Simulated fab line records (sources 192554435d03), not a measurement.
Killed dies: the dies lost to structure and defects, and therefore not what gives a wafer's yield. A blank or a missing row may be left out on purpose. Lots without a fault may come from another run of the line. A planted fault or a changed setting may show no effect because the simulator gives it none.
Matching of chambers + flow n5Finfet + pecvd-03 running N5_BEOL_M0_SAQP_PECVD_04: 3 sister chambers
The step deposits a-Si from SiH4/He, target thk 60 nm, time 60.2 s. 3 wafers are shown with their chamber, then 7 later ones without.

EACH WAFER AND ITS CHAMBER
| wafer  | chamber | throttleValvePct (%) |
|--------|---------|----------------------|
| L089.6 | 1       | 17.2                 |
| L093.1 | 2       | 17.7                 |
| L093.4 | 0       | 19.9                 |

WAFERS WITH NO CHAMBER GIVEN
| wafer  | throttleValvePct (%) |
|--------|----------------------|
| L093.5 | 17.6                 |
| L094.1 | 20.2                 |
| L094.5 | 17.3                 |
| L094.6 | 19.8                 |
| L096.2 | 17.9                 |
| L096.3 | 17.0                 |
| L096.5 | 19.8                 |

CHAMBER TAKEN BY EACH
| wafer  | from the rows above     | in truth |
|--------|-------------------------|----------|
| L093.5 | can't be placed: 2 or 1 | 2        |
| L094.1 | 0                       | 0        |
| L094.5 | can't be placed: 1 or 2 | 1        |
| L094.6 | 0                       | 0        |
| L096.2 | 2                       | 2        |
| L096.3 | 1                       | 1        |
| L096.5 | 0                       | 0        |
5 of 7 placed correctly. Cannot be placed on the basis of these rows: 2; the candidates contain the true chamber in 2. Wrongly placed: 0.
How it was worked out, from the rows above alone: a wafer's distance from a chamber is the root of the sum, over the readings, of the square of ((its reading less the chamber's mean) divided by the reading's scatter). If the next closest chamber is less than 2 further off than the closest, the wafer can't be placed; otherwise it belongs to the closest. A chamber's mean is the mean of its shown wafers. The scatter: with one shown wafer a chamber, the root of the mean of the squares of how far each hidden wafer lies from its nearest shown one.
